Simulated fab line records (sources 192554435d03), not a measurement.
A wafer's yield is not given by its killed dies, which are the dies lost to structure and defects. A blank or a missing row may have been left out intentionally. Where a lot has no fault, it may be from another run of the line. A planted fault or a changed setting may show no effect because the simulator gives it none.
Split-lot study :: flow n5 finfet :: 21 wafers read from 7 lots, route of 1938 steps

## THE SPLIT
At N5_BEOL_M15_TRENCH_ETCH_34 (etches SiO2 in C4F8/O2/Ar, target depth 872.93 nm, time 199 s), the setting bias w was moved away from the recipe's 2040 W on 5 of the 21 wafers read, by -12.5% to +15.6%. All remaining wafers had this setting at the recipe value.

The reading comes from the split's own step.

## THE READING
rf vpp V, in V, at N5_BEOL_M15_TRENCH_ETCH_34 (etches SiO2 in C4F8/O2/Ar, target depth 872.93 nm, time 199 s). Typical for fault-free wafers on this fab line: 2211 V, with standard deviation 19 V.

wafer: L083.3
tool, chamber at the split: rie diel-05, 2
bias w as run, W: 2040
against the recipe: recipe
rf vpp V, V: 2233
against lot-mates on the recipe: -

wafer: L083.4
tool, chamber at the split: rie diel-05, 3
bias w as run, W: 2040
against the recipe: recipe
rf vpp V, V: 2203
against lot-mates on the recipe: -

wafer: L083.5
tool, chamber at the split: rie diel-05, 0
bias w as run, W: 2040
against the recipe: recipe
rf vpp V, V: 2221
against lot-mates on the recipe: -

wafer: L086.1
tool, chamber at the split: rie diel-05, 3
bias w as run, W: 2040
against the recipe: recipe
rf vpp V, V: 2202
against lot-mates on the recipe: -

wafer: L086.2
tool, chamber at the split: rie diel-05, 2
bias w as run, W: 2040
against the recipe: recipe
rf vpp V, V: 2234
against lot-mates on the recipe: -

wafer: L086.5
tool, chamber at the split: rie diel-05, 1
bias w as run, W: 2040
against the recipe: recipe
rf vpp V, V: 2214
against lot-mates on the recipe: -

wafer: L087.1
tool, chamber at the split: rie diel-03, 1
bias w as run, W: 1786
against the recipe: -12.5%
rf vpp V, V: 1979
against lot-mates on the recipe: -249

wafer: L087.2
tool, chamber at the split: rie diel-03, 3
bias w as run, W: 1786
against the recipe: -12.5%
rf vpp V, V: 2023
against lot-mates on the recipe: -205

wafer: L087.6
tool, chamber at the split: rie diel-03, 0
bias w as run, W: 2040
against the recipe: recipe
rf vpp V, V: 2228
against lot-mates on the recipe: -

wafer: L089.3
tool, chamber at the split: rie diel-03, 0
bias w as run, W: 1822
against the recipe: -10.7%
rf vpp V, V: 2057
against lot-mates on the recipe: -164

wafer: L089.5
tool, chamber at the split: rie diel-03, 3
bias w as run, W: 2040
against the recipe: recipe
rf vpp V, V: 2222
against lot-mates on the recipe: -

wafer: L089.6
tool, chamber at the split: rie diel-03, 2
bias w as run, W: 2040
against the recipe: recipe
rf vpp V, V: 2221
against lot-mates on the recipe: -

wafer: L090.2
tool, chamber at the split: rie diel-03, 3
bias w as run, W: 1946
against the recipe: -4.6%
rf vpp V, V: 2150
against lot-mates on the recipe: -72

wafer: L090.3
tool, chamber at the split: rie diel-03, 2
bias w as run, W: 2040
against the recipe: recipe
rf vpp V, V: 2222
against lot-mates on the recipe: -

wafer: L090.6
tool, chamber at the split: rie diel-03, 3
bias w as run, W: 2040
against the recipe: recipe
rf vpp V, V: 2222
against lot-mates on the recipe: -

wafer: L092.1
tool, chamber at the split: rie diel-04, 0
bias w as run, W: 2359
against the recipe: +15.6%
rf vpp V, V: 2441
against lot-mates on the recipe: +265

wafer: L092.2
tool, chamber at the split: rie diel-04, 1
bias w as run, W: 2040
against the recipe: recipe
rf vpp V, V: 2175
against lot-mates on the recipe: -

wafer: L092.5
tool, chamber at the split: rie diel-04, 3
bias w as run, W: 2040
against the recipe: recipe
rf vpp V, V: 2177
against lot-mates on the recipe: -

wafer: L096.1
tool, chamber at the split: rie diel-03, 1
bias w as run, W: 2040
against the recipe: recipe
rf vpp V, V: 2211
against lot-mates on the recipe: -

wafer: L096.3
tool, chamber at the split: rie diel-03, 2
bias w as run, W: 2040
against the recipe: recipe
rf vpp V, V: 2221
against lot-mates on the recipe: -

wafer: L096.5
tool, chamber at the split: rie diel-03, 2
bias w as run, W: 2040
against the recipe: recipe
rf vpp V, V: 2222
against lot-mates on the recipe: -

FIT RESULTS
A straight line over all 21 wafers: rf vpp V changes by +15.6 V for each +1% of bias w; r = +0.98; the points scatter about the line by 19 V.
The same after taking each lot's own level away (the mean of its wafers on the recipe; 21 wafers): +17.2 V for each +1%; r = +0.99; scatter 12 V.
According to that fit, moving bias w by its largest amount changes the reading by 2.7e+02 V.
From 2176.0 to 2228.0 V: that is the span of the lots' own levels, equal to 2.7 times the standard deviation above.
The two slopes agree, so the slope changes little with the lot-to-lot level.
Check: with one of the wafers moved furthest among these (+15.6%) left out of the fit, the line predicts +273 V for it against its lot-mates. Against them it came out at +265 V.
Tool readings at the split's step, against how far the setting was moved: rf vpp V r = +0.98.

## OTHER SPLITS ON THESE WAFERS
Before the reading, these wafers also passed through other splits. Each is held against what the fit with the lots' levels taken away leaves over:
other split on the same wafers: N5_BEOL_M13_ILD_DEP_00 time s
wafers away from the commonest value: 9
r with rf vpp V (lot level and that fit taken away): +0.23

other split on the same wafers: N5_BEOL_M13_COAT_58 spin rpm
wafers away from the commonest value: 5
r with rf vpp V (lot level and that fit taken away): -0.26

other split on the same wafers: N5_BEOL_M13_EXPOSE_25 dose mj
wafers away from the commonest value: 7
r with rf vpp V (lot level and that fit taken away): -0.52

other split on the same wafers: N5_BEOL_M13_DESCUM_33 time s
wafers away from the commonest value: 6
r with rf vpp V (lot level and that fit taken away): +0.21

other split on the same wafers: N5_BEOL_M15_ETCH_59 time s
wafers away from the commonest value: 9
r with rf vpp V (lot level and that fit taken away): -0.08

## THE FILE'S OWN FIT
rf vpp V changes by +16.9 V for each +1% of bias w, r = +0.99.
